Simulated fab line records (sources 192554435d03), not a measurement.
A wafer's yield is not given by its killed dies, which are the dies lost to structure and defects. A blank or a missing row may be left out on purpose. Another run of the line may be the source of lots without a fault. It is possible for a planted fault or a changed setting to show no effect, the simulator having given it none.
3 desks, one fault	flow n5Finfet	every desk sees just its own numbers, and what lay behind them comes last

== AT THE TOOL OWNER'S DESK: rieDiel-01 ==
The tool's own readings at N5_BEOL_M10_ETCH_66 (etches SOC in N2/H2, target depth 120 nm, overetch 24 nm, time 180 s): means of the sampled wafers that have a number, for each lot that ran on this tool. The brackets show how far a lot's mean lies from the usual mean; more than 4 standard deviations puts the lot out of limits, marked OUT.
Columns: A = drypumpMotorCurrentA at N5_BEOL_M10_ETCH_66, usual 5.6 A; B = oesProductAu at N5_BEOL_M10_ETCH_66, usual 0.63 a.u.; C = rfVppV at N5_BEOL_M10_ETCH_66, usual 525 V; D = showerheadPlenumPTorr at N5_BEOL_M10_ETCH_66, usual 2.58 Torr; E = throttleValvePct at N5_BEOL_M10_ETCH_66, usual 17.89 %
lot	first seen here	A	B	C	D	E
L960	day 10 21:23	5.8	0.65	526	2.66	17.96
L964	day 11 16:36	5.3	0.64	522	2.56	18.00
L967	day 12 13:27	5.3	0.64	525	2.56	18.02
L969	day 13 08:35	5.4	0.63	524	2.56	18.03
L979	day 15 18:47	5.5	0.74	526	2.67	17.88
Finding of this desk: none of the 5 lots has anything out of limits.

== THE DEFECT DESK ==
For each lot, the counts of the inspections along the route, averaged over the sampled wafers that have a number. The brackets show how far a lot's mean lies from the usual mean; more than 4 standard deviations puts the lot out of limits, marked OUT.
Columns: A = rawDefectCount at N5_BEOL_M10_INSPECT_30, usual 416
lot	first seen here	A
L958	day 10 06:27	369
L960	day 10 21:05	333
L964	day 11 16:26	290
L967	day 12 13:19	332
L969	day 13 07:50	510
L972	day 14 03:32	424
L979	day 15 18:19	421
Finding of this desk: none of the 7 lots has anything out of limits.

== FROM THE METROLOGY DESK ==
What the gauges read, lot by lot, whatever tool the lot ran on: means of the sampled wafers that have a number. The brackets show how far a lot's mean lies from the usual mean; more than 4 standard deviations puts the lot out of limits, marked OUT.
Columns: A = cdNm at N5_BEOL_M10_CD_MEAS_28, usual 69.4 nm; B = V9_OVL at N5_BEOL_M10_OVL_MEAS_29, usual 0.6 nm
lot	first seen here	A	B
L958	day 10 06:24	68.6	0.6
L960	day 10 21:02	69.7	0.8
L964	day 11 16:23	69.6	0.2
L967	day 12 13:16	69.2	0.8
L969	day 13 07:46	70.3	0.3
L972	day 14 03:29	69.5	-0.5
L979	day 15 18:15	71.4	0.0
Finding of this desk: none of the 7 lots has anything out of limits.

== ALL TOGETHER ==
Nothing out of limits was seen by the tool owner's desk.
Nothing the defect desk looked at was out of limits.
Nothing out of limits was seen by the metrology desk.

== WHAT THE SIMULATOR PUT IN ==
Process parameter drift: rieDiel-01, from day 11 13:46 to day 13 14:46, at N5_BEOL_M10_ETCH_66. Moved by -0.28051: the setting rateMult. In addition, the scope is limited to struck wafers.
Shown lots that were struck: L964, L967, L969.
